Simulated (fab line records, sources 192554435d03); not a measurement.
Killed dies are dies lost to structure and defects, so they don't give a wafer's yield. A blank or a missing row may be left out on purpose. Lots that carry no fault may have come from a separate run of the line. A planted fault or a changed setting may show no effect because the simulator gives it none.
Lot-split experiment | flow n5-finfet | 21 wafers read from 7 lots, route of 1938 steps

## ON THE SPLIT
At N5_BEOL_M9_ETCH_62 (etches SOC in N2/H2, target depth 110 nm, overetch 22 nm, time 165 s), the setting source-w was moved away from the recipe's 840 W on 5 of the 21 wafers read, by -12.2% to +16.4%. For the rest of the wafers, this setting stayed at what the recipe calls for.

The split's own step is where the reading is taken.

## THE READING
rf-vpp-V, in V, at N5_BEOL_M9_ETCH_62 (etches SOC in N2/H2, target depth 110 nm, overetch 22 nm, time 165 s). A value of 524.5 V with a standard deviation of 2.6 V is what fault-free wafers of this fab line usually give.

wafer  | tool, chamber at the split | source-w as run, W | against the recipe | rf-vpp-V, V | against lot-mates on the recipe
L080.2 | rie-diel-04, 3             | 840                | recipe             | 518.9       | -
L080.4 | rie-diel-04, 0             | 840                | recipe             | 522.0       | -
L080.6 | rie-diel-04, 2             | 840                | recipe             | 529.0       | -
L082.1 | rie-diel-04, 0             | 840                | recipe             | 520.1       | -
L082.2 | rie-diel-04, 3             | 840                | recipe             | 519.5       | -
L082.3 | rie-diel-04, 1             | 840                | recipe             | 526.6       | -
L083.1 | rie-diel-02, 3             | 840                | recipe             | 522.5       | -
L083.2 | rie-diel-02, 2             | 840                | recipe             | 524.3       | -
L083.5 | rie-diel-02, 1             | 977.9              | +16.4%             | 499.9       | -23.5
L086.1 | rie-diel-04, 1             | 737.1              | -12.2%             | 548.5       | +22.6
L086.3 | rie-diel-04, 0             | 737.1              | -12.2%             | 545.7       | +19.8
L086.6 | rie-diel-04, 1             | 840                | recipe             | 525.9       | -
L091.2 | rie-diel-04, 1             | 840                | recipe             | 525.5       | -
L091.4 | rie-diel-04, 2             | 840                | recipe             | 527.8       | -
L091.6 | rie-diel-04, 0             | 840                | recipe             | 522.8       | -
L090.2 | rie-diel-01, 1             | 762.4              | -9.2%              | 541.0       | +17.4
L090.4 | rie-diel-01, 2             | 840                | recipe             | 523.6       | -
L090.6 | rie-diel-01, 0             | 762.4              | -9.2%              | 544.8       | +21.2
L094.3 | rie-diel-04, 2             | 840                | recipe             | 526.6       | -
L094.5 | rie-diel-04, 1             | 840                | recipe             | 526.5       | -
L094.6 | rie-diel-04, 3             | 840                | recipe             | 528.6       | -

FIT RESULTS
A straight line over all 21 wafers: rf-vpp-V changes by -1.74 V for each +1% of source-w; r = -0.96; the points scatter about the line by 3.2 V.
The same after taking each lot's own level away (the mean of its wafers on the recipe; 21 wafers): -1.68 V for each +1%; r = -0.96; scatter 2.8 V.
On that fit, the largest move of source-w shifts the reading by 28 V.
The span of the lots' own levels, 522.07 to 527.23 V, comes to 2.0 times the standard deviation stated above.
Hence the lot-to-lot level has little effect on the slope; both slopes agree.
Check: for one of the wafers moved furthest among these (+16.4%), held out of the fit, the line's prediction against its lot-mates is -30.4 V. It came out at -23.5 V against them.
Tool readings at the split's step, against how far the setting was moved: rf-vpp-V r = -0.96.

## OTHER SPLITS ON THESE WAFERS
These wafers also went through other splits before the reading. Each is held against what the fit with the lots' levels taken away leaves over:
other split on the same wafers   | wafers away from the commonest value | r with rf-vpp-V (lot level and that fit taken away)
N5_BEOL_M7_TRENCH_ETCH_37 time-s | 9                                    | +0.19
N5_BEOL_M8_TRENCH_ETCH_37 bias-w | 6                                    | -0.31
N5_BEOL_M9_COAT_05 spin-rpm      | 9                                    | -0.28

## FILE'S OWN FIT
rf-vpp-V changes by -1.63 V for each +1% of source-w, r = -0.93.
